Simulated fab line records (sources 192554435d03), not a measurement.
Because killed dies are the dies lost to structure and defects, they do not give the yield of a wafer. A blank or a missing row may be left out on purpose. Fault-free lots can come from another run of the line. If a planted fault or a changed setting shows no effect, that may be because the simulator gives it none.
fab line records ; flow n5-finfet
[record] lots = 9; wafers = 24; last-day = 19
route steps=1938 shown BEOL_M4@1111 BEOL_M12@1632 PASSIVATION@1936
lots that met no fault: taken from a fault-free run of the same line
start-h: start of the lot's first displayed wafer, in hours after the record's first day ; wait-h: time in hours since the lot's previous step ; " same as the row above ; L1.1+2: a single row standing in for several wafers ; - no value, or no start given ; * or withheld: withheld ; < > ~ a bound
route shown NAME@n: NAME is a module with steps in the file, n the number in the route of the first one ; usual: average and standard deviation across the fault-free wafers ; same: alike in all rows ; chamber/n: place in a boat ; sites: per-site readings ; _std_site: standard deviation of those values ; _edge_site: inner sites' mean taken away from outer sites' mean ; radius-mm: for every site, how far away it sits from the centre of the wafer ; mask NAME#n: copy n ; behind: the tool/chamber that last shaped the wafer ; hold: reason for holding the lot/hours on hold/outcome of the hold ; device: transistor that didn't switch, given as n, p or np ; end of line: tests of these same wafers at the route's end ; a step given without rows: its recipe and nothing more ; killed: at the first sort, the dies lost to defects and structure; wafer yield is something else ; map: dies across one wafer; x = killed, . = not, _ = none there
set.NAME: the setting as run; set.NAME@STEP: as run at that earlier step ; model.NAME: the simulator's own value behind a step, which no gauge read
steps of the route over a sample of lots; a table a step, a row a wafer
services: the hour from which a tool's chamber was out of use, counted from the record's first day as start-h (under 0 if before that day), plus the number of hours and why
[[steps]]
[step N5_BEOL_M4_RC_MEAS_101]
[usual] DIBL_N = 37.2/2.1; DIBL_P = 37.3/2.3; IOFF_N = 0.18/0.041; IOFF_P = 0.24/0.042; ION_N = 680/13; ION_P = 466/7.7; SS_N = 71.8/0.68; SS_P = 73.5/0.66; VT_N = 249/3.6; VT_P = -248/3.4
lot.wafer;tool;chamber;start-h;wait-h;DIBL_N[mV/V];DIBL_P[mV/V];IOFF_N[nA/um];IOFF_P[nA/um];ION_N[uA/um];ION_P[uA/um];SS_N[mV/dec];SS_P[mV/dec];VT_N[mV];VT_P[mV]
L342.2;prober-01;0;182.10;0.2;38.8;39.0;0.22;0.26;688;462;72.4;73.5;248;-249
L342.5;prober-01;0;182.10;0.2;37.1;37.3;0.19;0.22;686;463;72.2;73.2;247;-251
L342.6;prober-01;0;182.10;0.2;38.4;38.6;0.21;0.25;702;467;72.2;73.4;245;-248
L345.3;prober-02;0;205.13;0.3;39.4;39.2;0.25;0.30;694;472;72.9;73.9;243;-246
L345.4;prober-02;0;205.13;0.3;35.0;33.6;0.14;0.21;656;460;71.2;72.8;252;-249
L345.6;prober-02;0;205.13;0.3;35.1;34.5;0.15;0.23;679;471;70.9;73.0;248;-248
L346.3;prober-02;0;210.05;0.3;34.4;33.7;0.13;0.19;676;468;71.2;73.0;254;-252
L346.4;prober-02;0;210.05;0.3;35.4;35.4;0.14;0.21;668;460;71.7;72.4;252;-248
L346.5;prober-02;0;210.05;0.3;35.9;35.8;0.15;0.22;673;464;71.1;73.9;248;-246
L347.2;prober-01;0;210.66;0.2;35.8;37.3;0.16;0.21;681;466;70.9;72.9;252;-251
L347.4;prober-01;0;210.66;0.2;37.4;38.3;0.17;0.22;670;460;71.6;73.8;250;-252
L347.5;prober-01;0;210.66;0.2;35.7;36.9;0.15;0.19;680;468;71.0;73.2;251;-253
L357.2;prober-01;0;305.43;0.2;39.4;40.3;0.22;0.30;684;479;73.5;74.3;247;-246
L357.4;prober-01;0;305.43;0.2;39.5;40.7;0.21;0.31;675;470;72.4;74.2;250;-244
L357.6;prober-01;0;305.43;0.2;35.9;37.1;0.16;0.23;677;469;70.9;73.5;249;-247
L359.1;prober-01;0;308.36;0.4;37.3;36.5;0.15;0.20;673;461;71.4;73.8;254;-255
L359.5;prober-01;0;308.36;0.4;39.4;38.5;0.18;0.23;673;456;72.3;74.2;254;-252
L358.4;prober-01;0;316.76;0.5;36.4;38.7;0.18;0.25;686;472;72.6;73.6;246;-246
L358.5;prober-01;0;316.76;0.5;36.9;39.7;0.18;0.26;690;480;72.1;73.6;247;-245
L358.6;prober-01;0;316.76;0.5;35.1;37.1;0.15;0.23;674;469;72.0;73.0;250;-249
L362.1;prober-01;0;332.36;0.0;33.0;34.6;0.12;0.19;675;472;70.5;72.3;250;-252
L362.3;prober-01;0;332.36;0.0;34.9;36.7;0.14;0.23;666;466;71.6;72.7;252;-248
L363.2;prober-02;0;336.04;0.2;37.5;36.9;0.18;0.25;675;466;72.0;73.6;251;-249
L363.3;prober-02;0;336.04;0.2;38.1;37.8;0.20;0.27;677;463;72.2;74.2;248;-245
[step N5_BEOL_M12_CD_MEAS_28]
[recipe] target-cd-nm = 160.2; landing-energy-ev = 500; detector = se-inlens; polarity = opening
[usual] cd-nm = 159.2/1.5
lot.wafer;tool;chamber;start-h;wait-h;cd-nm
L342.2;cd-sem-03;0;251.56;-;157.5
L342.5;cd-sem-03;0;251.56;-;158.0
L342.6;cd-sem-03;0;251.56;-;158.3
L345.3;cd-sem-03;0;267.51;-;160.4
L345.4;cd-sem-03;0;267.51;-;158.5
L345.6;cd-sem-03;0;267.51;-;159.1
L347.2;cd-sem-03;0;275.92;-;157.0
L347.4;cd-sem-03;0;275.92;-;160.8
L347.5;cd-sem-03;0;275.92;-;158.4
L346.3;cd-sem-03;0;283.65;-;157.2
L346.4;cd-sem-03;0;283.65;-;157.3
L346.5;cd-sem-03;0;283.65;-;158.1
L357.2;cd-sem-01;0;372.81;-;161.6
L357.4;cd-sem-01;0;372.81;-;159.9
L357.6;cd-sem-01;0;372.81;-;159.6
L358.4;cd-sem-02;0;377.55;-;160.0
L358.5;cd-sem-02;0;377.55;-;158.7
L358.6;cd-sem-02;0;377.55;-;159.9
L359.1;cd-sem-03;0;378.01;-;159.9
L359.5;cd-sem-03;0;378.01;-;159.2
L362.1;cd-sem-03;0;405.17;-;161.2
L362.3;cd-sem-03;0;405.17;-;161.1
L363.2;cd-sem-03;0;406.06;-;160.0
L363.3;cd-sem-03;0;406.06;-;161.0
[step N5_BEOL_M12_OVL_MEAS_29]
[recipe] points-per-wafer = 44
[usual] M12_OVL = -1/7.1
lot.wafer;tool;chamber;start-h;wait-h;M12_OVL[nm]
L342.2;overlay-01;0;251.59;0.0;9
L342.5;overlay-01;0;251.59;0.0;1
L342.6;overlay-01;0;251.59;0.0;4
L345.3;overlay-02;0;267.54;0.0;-7
L345.4;overlay-02;0;267.54;0.0;-5
L345.6;overlay-02;0;267.54;0.0;-5
L347.2;overlay-01;0;275.96;0.0;12
L347.4;overlay-01;0;275.96;0.0;9
L347.5;overlay-01;0;275.96;0.0;13
L346.3;overlay-01;0;283.68;0.0;10
L346.4;overlay-01;0;283.68;0.0;-1
L346.5;overlay-01;0;283.68;0.0;16
L357.2;overlay-01;0;372.84;0.0;1
L357.4;overlay-01;0;372.84;0.0;-5
L357.6;overlay-01;0;372.84;0.0;3
L358.4;overlay-02;0;377.58;0.0;-1
L358.5;overlay-02;0;377.58;0.0;7
L358.6;overlay-02;0;377.58;0.0;3
L359.1;overlay-01;0;378.04;0.0;1
L359.5;overlay-01;0;378.04;0.0;-5
L362.1;overlay-02;0;405.20;0.0;-1
L362.3;overlay-02;0;405.20;0.0;-4
L363.2;overlay-01;0;406.09;0.0;-1
L363.3;overlay-01;0;406.09;0.0;0
[step N5_BEOL_M12_ETCH_38]
[recipe] chemistry = CF4/N2; target = SiCN; target-depth-a = 687; taper-deg = 2; time-s = 73.4; ion-energy-ev = 150; mask-material = SiO2; pressure-mtorr = 40; source-w = 430; bias-w = 70; Ar_flow_sccm = 100; cf4-flow-sccm = 60; n2-flow-sccm = 60
[usual] drypump-motor-current-A = 5.6/0.5; oes-product-au = 0.79/0.08; rf-fwd-power-W = 428.2/1.4; rf-vpp-V = 382.3/2; showerhead-plenum-p-Torr = 2.21/0.08; throttle-valve-pct = 15.43/0.26
lot.wafer;tool;chamber;start-h;wait-h;drypump-motor-current-A;oes-product-au;rf-fwd-power-W;rf-hours-counter-h;rf-vpp-V;showerhead-plenum-p-Torr;throttle-valve-pct
L342.2;rie-diel-05;0;252.86;-;6.4;0.71;428.6;196;380.4;2.10;15.50
L342.5;rie-diel-05;0;252.86;-;6.5;0.72;429.0;-;380.3;2.10;15.49
L342.6;rie-diel-05;2;252.86;-;5.2;0.91;426.5;-;385.6;2.33;15.04
L345.3;rie-diel-05;2;268.63;-;5.2;0.89;427.0;43;384.4;2.33;15.06
L345.4;rie-diel-05;1;268.63;-;5.2;0.91;430.0;33;383.4;2.25;15.45
L345.6;rie-diel-05;0;268.63;-;6.4;0.71;428.6;-;378.3;2.10;15.50
L347.2;rie-diel-04;0;284.42;-;4.7;0.78;429.6;116;383.5;2.21;15.27
L347.4;rie-diel-04;3;284.42;-;5.8;0.75;429.7;193;380.0;2.11;15.70
L347.5;rie-diel-04;1;284.42;-;5.9;0.72;428.2;-;384.0;2.26;15.30
L346.3;rie-diel-04;0;284.66;-;4.7;0.77;429.9;116;382.0;2.21;15.27
L346.4;rie-diel-04;1;284.66;-;6.0;0.71;429.4;213;382.9;2.26;15.28
L346.5;rie-diel-04;1;284.66;-;5.9;0.71;427.7;-;384.9;2.26;15.29
L357.2;rie-diel-06;2;373.76;-;5.0;0.90;426.7;50;381.7;2.15;14.90
L357.4;rie-diel-06;0;373.76;-;5.8;0.83;426.5;95;386.0;2.33;15.60
L357.6;rie-diel-06;0;373.76;-;5.8;0.84;426.5;-;384.8;2.33;15.58
L358.4;rie-diel-04;3;380.34;-;5.8;0.73;428.3;229;381.4;2.09;15.80
L358.5;rie-diel-04;3;380.34;-;5.8;0.73;428.3;-;379.0;2.09;15.78
L358.6;rie-diel-04;0;380.34;-;4.8;0.75;432.3;-;382.0;2.20;15.34
L359.1;rie-diel-06;2;381.69;-;4.9;0.90;429.4;51;382.0;2.15;14.86
L359.5;rie-diel-06;1;381.69;-;5.8;0.71;430.2;-;380.9;2.11;15.65
L362.1;rie-diel-05;3;407.89;-;5.6;0.86;426.6;46;382.7;2.23;15.39
L362.3;rie-diel-05;1;407.89;-;5.1;0.83;426.0;79;382.8;2.24;15.54
L363.2;rie-diel-06;0;408.28;-;5.9;0.83;427.1;105;384.3;2.33;15.61
L363.3;rie-diel-06;1;408.28;-;5.8;0.71;426.1;217;380.3;2.11;15.69
[step N5_BEOL_M12_CMP_49]
[recipe] stop-on = SiOC; t-overpolish-s = 20.6; down-force-psi = 1; platen-rpm = 50; clearing-platen-down-force-psi = 1.5; clearing-platen-rpm = 50; post-cmp-clean = cu-alkaline; target-thk-nm = 320; clearing-platen-pad-velocity-m-s = 0.99484; pad-velocity-m-s = 0.99484
[usual] barrier-field-endpoint-s = 30.3/0.71; clearing-platen-down-force-psi = 1.4999/0.0028; motor-current-A = 6.0/0.6; overpolish-run-s = 20.599/0.009; platen-rpm = 50.00/0.033
lot.wafer;tool;chamber;start-h;wait-h;barrier-field-endpoint-s;clearing-platen-down-force-psi;motor-current-A;overpolish-run-s;platen-rpm
L342.2;cmp-04;1;255.00;0.4;29.7;1.4972;6.7;20.611;50.04
L342.5;cmp-04;0;255.00;0.4;30.2;1.4979;5.6;20.596;50.03
L342.6;cmp-04;1;255.00;0.4;29.9;1.5016;6.8;20.610;49.98
L345.3;cmp-03;0;269.66;0.2;30.5;1.4964;6.2;20.596;50.04
L345.4;cmp-03;1;269.66;0.2;31.0;1.4961;6.8;20.602;49.99
L345.6;cmp-03;0;269.66;0.2;30.7;1.4989;6.4;20.611;50.01
L347.4;cmp-01;0;285.52;0.2;30.1;1.4952;5.1;20.593;49.98
L347.2;cmp-01;1;285.52;0.2;30.6;1.5006;5.9;20.595;50.00
L347.5;cmp-01;3;285.52;0.2;30.7;1.5041;6.1;20.589;50.06
L346.3;cmp-03;2;286.00;0.2;29.4;1.4992;5.6;20.604;49.98
L346.4;cmp-03;3;286.00;0.2;29.8;1.4974;5.8;20.609;50.01
L346.5;cmp-03;3;286.00;0.2;29.1;1.4971;5.7;20.595;50.03
L357.4;cmp-03;1;375.03;0.2;-;-;-;-;-
L357.2;cmp-03;2;375.03;0.2;-;-;-;-;-
L357.6;cmp-03;1;375.03;0.2;-;-;-;-;-
L358.4;cmp-04;1;381.55;0.1;-;-;-;-;-
L358.5;cmp-04;1;381.55;0.1;-;-;-;-;-
L358.6;cmp-04;2;381.55;0.1;-;-;-;-;-
L359.1;cmp-01;3;384.07;0.3;31.0;1.5032;6.6;20.589;50.02
L359.5;cmp-01;1;384.07;0.3;31.6;1.4982;6.1;20.598;50.02
L362.1;cmp-03;3;409.41;0.3;30.7;1.4979;6.0;20.609;50.04
L362.3;cmp-03;1;409.41;0.3;30.6;1.4950;6.6;20.602;49.97
L363.3;cmp-01;1;410.03;0.2;30.7;1.5038;5.8;20.608;49.93
L363.2;cmp-01;3;410.03;0.2;30.5;1.5031;6.2;20.581;49.96
[step N5_BEOL_M12_THK_MEAS_50]
[recipe] thk-meas-gauge = xrf; reads = Cu_of_BEOL_M12_ECD_47
[usual] M12_THK = 320/6
lot.wafer;tool;chamber;start-h;wait-h;M12_THK[nm]
L342.2;film-metro-02;-;255.26;-;314
L342.5;film-metro-02;-;255.26;-;312
L342.6;film-metro-02;-;255.26;-;317
L345.3;film-metro-02;-;269.95;-;324
L345.4;film-metro-02;-;269.95;-;330
L345.6;film-metro-02;-;269.95;-;323
L347.2;film-metro-01;-;285.78;-;320
L347.4;film-metro-01;-;285.78;-;317
L347.5;film-metro-01;-;285.78;-;317
L346.3;film-metro-01;-;286.30;-;316
L346.4;film-metro-01;-;286.30;-;318
L346.5;film-metro-01;-;286.30;-;317
L357.2;film-metro-01;-;375.28;0.2;709
L357.4;film-metro-01;-;375.28;0.2;708
L357.6;film-metro-01;-;375.28;0.2;725
L358.4;film-metro-02;-;381.85;0.3;720
L358.5;film-metro-02;-;381.85;0.3;728
L358.6;film-metro-02;-;381.85;0.3;729
L359.1;film-metro-01;-;384.29;-;312
L359.5;film-metro-01;-;384.29;-;309
L362.1;film-metro-01;-;409.66;-;325
L362.3;film-metro-01;-;409.66;-;316
L363.2;film-metro-01;-;410.29;-;330
L363.3;film-metro-01;-;410.29;-;315
[step N5_BEOL_M12_RS_MEAS_54]
[recipe] thk-meas-gauge = four-point-probe; reads = Cu_of_BEOL_M12_ECD_47+Ta_of_BEOL_M12_SPUTTER_44+TaN_of_BEOL_M12_SPUTTER_43
[usual] M12_RS = 0.0601/0.001
lot.wafer;tool;chamber;start-h;wait-h;M12_RS[ohm/sq]
L342.2;film-metro-02;-;255.39;0.0;0.0612
L342.5;film-metro-02;-;255.39;0.0;0.0617
L342.6;film-metro-02;-;255.39;0.0;0.0603
L345.3;film-metro-02;-;270.08;0.0;0.0591
L345.4;film-metro-02;-;270.08;0.0;0.0583
L345.6;film-metro-02;-;270.08;0.0;0.0595
L347.2;film-metro-01;-;285.90;0.0;0.0598
L347.4;film-metro-01;-;285.90;0.0;0.0602
L347.5;film-metro-01;-;285.90;0.0;0.0602
L346.3;film-metro-01;-;286.43;0.0;0.0613
L346.4;film-metro-01;-;286.43;0.0;0.0604
L346.5;film-metro-01;-;286.43;0.0;0.0608
L357.2;film-metro-02;-;375.44;0.1;0.0235
L357.4;film-metro-02;-;375.44;0.1;0.0234
L357.6;film-metro-02;-;375.44;0.1;0.0230
L358.4;film-metro-02;-;381.97;0.0;0.0233
L358.5;film-metro-02;-;381.97;0.0;0.0231
L358.6;film-metro-02;-;381.97;0.0;0.0230
L359.1;film-metro-01;-;384.42;0.0;0.0615
L359.5;film-metro-01;-;384.42;0.0;0.0621
L362.1;film-metro-01;-;409.82;0.1;0.0588
L362.3;film-metro-01;-;409.82;0.1;0.0605
L363.2;film-metro-02;-;410.41;0.0;0.0591
L363.3;film-metro-02;-;410.41;0.0;0.0613
[step N5_BEOL_M12_INSPECT_55]
[recipe] inspect-instrument = darkfield; mode = post-dep
[usual] raw-defect-count = 67/20
lot.wafer;tool;chamber;start-h;wait-h;raw-defect-count
L342.2;defect-inspect-01;-;255.41;0.0;50
L342.5;defect-inspect-01;-;255.41;0.0;71
L342.6;defect-inspect-01;-;255.41;0.0;63
L345.3;defect-inspect-02;-;270.10;0.0;55
L345.4;defect-inspect-02;-;270.10;0.0;85
L345.6;defect-inspect-02;-;270.10;0.0;91
L347.2;defect-inspect-01;-;285.93;0.0;51
L347.4;defect-inspect-01;-;285.93;0.0;55
L347.5;defect-inspect-01;-;285.93;0.0;55
L346.3;defect-inspect-01;-;286.45;0.0;61
L346.4;defect-inspect-01;-;286.45;0.0;33
L346.5;defect-inspect-01;-;286.45;0.0;46
L357.2;defect-inspect-01;-;375.46;0.0;4808
L357.4;defect-inspect-01;-;375.46;0.0;4703
L357.6;defect-inspect-01;-;375.46;0.0;4851
L358.4;defect-inspect-02;-;382.00;0.0;4879
L358.5;defect-inspect-02;-;382.00;0.0;4851
L358.6;defect-inspect-02;-;382.00;0.0;4941
L359.1;defect-inspect-01;-;384.44;0.0;53
L359.5;defect-inspect-01;-;384.44;0.0;87
L362.1;defect-inspect-02;-;409.84;0.0;42
L362.3;defect-inspect-02;-;409.84;0.0;50
L363.2;defect-inspect-01;-;410.44;0.0;67
L363.3;defect-inspect-01;-;410.44;0.0;84
[step N5_PASSIVATION_PROBE_49]
[usual] defect-limited-yield = 91.0/1.6; killed_at_M0_to_M3 = 35/11; killed_at_M4_up = 14/5.3; killed-at-contacts = 13/6.7; killed-at-front-end = 41/12; killed-at-other = 3.9/2.7; killed-dies = 106/19; killed-on-rim = 14/4; killed-open = 70/14; killed-short = 35/8.8; sort_bin_5_function = 5.3/1; sort_bin_6_memory = 3.3/0.81; sort-n-pass = 1073/19; sort-yield-pct = 91.0/1.6
[same] gross-dies = 1180; killed-at-back-side = 0; sort_bin_4_leakage[%] = 0; sort_bin_8_speed[%] = 0
lot.wafer;tool;chamber;start-h;wait-h;defect-limited-yield[%];killed_at_M0_to_M3;killed_at_M4_up;killed-at-contacts;killed-at-front-end;killed-at-other;killed-dies;killed-on-rim;killed-open;killed-short;sort_bin_5_function[%];sort_bin_6_memory[%];sort-n-pass;sort-yield-pct[%]
L357.2;prober-02;-;409.00;0.1;0;59;1044;15;62;0;1180;152;96;49;6.7;5.3;0;0
L357.4;prober-02;-;409.10;0.2;0;37;1063;8;70;2;1180;152;75;52;5.8;3.7;0;0
L357.6;prober-02;-;409.20;0.3;0;39;1070;16;48;7;1180;152;79;41;6.0;3.7;0;0
L358.4;prober-02;-;423.56;0.2;0;28;1086;6;60;0;1180;152;77;27;5.8;3.1;0;0
L358.5;prober-02;-;423.61;0.2;0;31;1050;14;82;3;1180;152;98;46;6.8;5.3;0;0
L358.6;prober-02;-;423.66;0.3;0;42;1083;15;39;1;1180;152;75;32;4.9;3.5;0;0
// killed by level:class
L357.2 BEOL_M12:area-cmp=1034 STI_FIN_REVEAL:geometric-particle:open=22 BEOL_M0_SAQP:geometric-particle:short=16 BEOL_M0_SAQP:geometric-particle:open=13 FIN_SAQP:geometric-particle:open=11 BEOL_M1:geometric-particle:open=10 FIN_SAQP:geometric-particle:short=9 MOL_CONTACT_COAG:geometric-particle:open=9
L357.4 BEOL_M12:area-cmp=1052 FIN_SAQP:geometric-particle:short=22 STI_FIN_REVEAL:geometric-particle:open=19 FIN_SAQP:geometric-particle:open=9 BEOL_M0_SAQP:geometric-particle:open=9 BEOL_M0_SAQP:geometric-particle:short=9 BEOL_M2:geometric-particle:open=6 MOL_CONTACT_COAG:geometric-particle:open=5
L357.6 BEOL_M12:area-cmp=1060 FIN_SAQP:geometric-particle:open=14 MOL_CONTACT_COAG:geometric-particle:open=14 BEOL_M0_SAQP:geometric-particle:short=11 BEOL_M0_SAQP:geometric-particle:open=10 FIN_SAQP:geometric-particle:short=8 BEOL_M1:geometric-particle:open=7 STI_FIN_REVEAL:geometric-particle:open=6
L358.4 BEOL_M12:area-cmp=1076 STI_FIN_REVEAL:geometric-particle:open=18 BEOL_M2:geometric-particle:open=10 FIN_SAQP:geometric-particle:open=9 GATE_CUT:geometric-particle:short=9 GATE_CUT:geometric-particle:open=7 MOL_CONTACT_COAG:geometric-particle:open=6 BEOL_M0_SAQP:geometric-particle:short=6
L358.5 BEOL_M12:area-cmp=1034 STI_FIN_REVEAL:geometric-particle:open=25 FIN_SAQP:geometric-particle:open=16 MOL_CONTACT_COAG:geometric-particle:open=14 FIN_SAQP:geometric-particle:short=12 STI_FIN_REVEAL:geometric-particle:short=8 BEOL_M2:geometric-particle:open=7 BEOL_M0_SAQP:geometric-particle:open=6
L358.6 BEOL_M12:area-cmp=1073 FIN_SAQP:geometric-particle:open=14 MOL_CONTACT_COAG:geometric-particle:open=12 BEOL_M0_SAQP:geometric-particle:short=12 BEOL_M0_SAQP:geometric-particle:open=11 STI_FIN_REVEAL:geometric-particle:open=9 FIN_SAQP:geometric-particle:short=8 BEOL_M2:geometric-particle:open=5
[[services]]
tool;chamber;start-h;hours;kind
cmp-01;-;229.23;4.0;pm
cmp-01;-;235.47;5.8;pm
cmp-01;-;243.11;1.0;repair
rie-diel-04;-;246.59;4.3;pm
cmp-01;-;250.04;14.9;pm
cmp-01;-;269.52;5.5;repair
rie-diel-04;3;270.27;1.4;repair
rie-diel-05;1;276.52;6.8;repair
cmp-04;-;296.61;0.9;repair
rie-diel-05;2;314.84;9.9;repair
cmp-03;-;324.96;4.0;pm
cmp-03;-;328.96;-;consumable-replace:conditioner
cmp-03;-;328.96;-;consumable-replace:pad
cmp-04;-;329.53;6.7;pm
cmp-04;-;341.12;1.1;repair
rie-diel-04;-;349.59;0.2;repair
rie-diel-04;1;363.68;6.5;repair
rie-diel-05;3;386.33;11.0;repair
cmp-04;-;386.88;4.0;pm
rie-diel-06;3;389.38;10.4;repair
cmp-04;-;399.30;7.2;pm
rie-diel-04;1;404.29;-;clean
rie-diel-04;1;404.29;-;consumable-replace:focus-ring
rie-diel-04;1;404.29;22.2;scheduled-down
[[key]]
[first-sign] step = N5_BEOL_M12_CMP_49; reading = tool-record; direction = missing
[effect] step = N5_BEOL_M12_THK_MEAS_50; reading = M12_THK; direction = up; sigmas = 67; usual = 320; struck = 720
[effect] step = N5_BEOL_M12_RS_MEAS_54; reading = M12_RS; direction = down; sigmas = 35; usual = 0.0601; struck = 0.0232
[effect] step = N5_BEOL_M12_INSPECT_55; reading = raw-defect-count; direction = up; sigmas = 99+; usual = 67; struck = 4839
[effect] step = N5_PASSIVATION_PROBE_49; reading = killed_at_M4_up; direction = up; sigmas = 99+; usual = 14; struck = 1066
[more-kills-born-at] N5_BEOL_M12_CMP_49@cmp-04 = 3183; N5_BEOL_M12_CMP_49@cmp-03 = 3146
met-at N5_BEOL_M12_CMP_49
struck-lots L357,L358
later-rows-left-out L357.2,L357.4,L357.6,L358.4,L358.5,L358.6
not-acting-at N5_BEOL_M12_CD_MEAS_28,N5_BEOL_M12_OVL_MEAS_29,N5_BEOL_M12_ETCH_38
onset-between 286.00 375.03
[fault] kind = skipped-step-whole; tool = cmp-03,cmp-04; chamber = -; onset-h = 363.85; steps = N5_BEOL_M12_CMP_49; scope = struck-lots-only
// later-rows-left-out: the simulator's readings of these wafers behind a module that went badly wrong aren't trusted and aren't shown, but for the sort
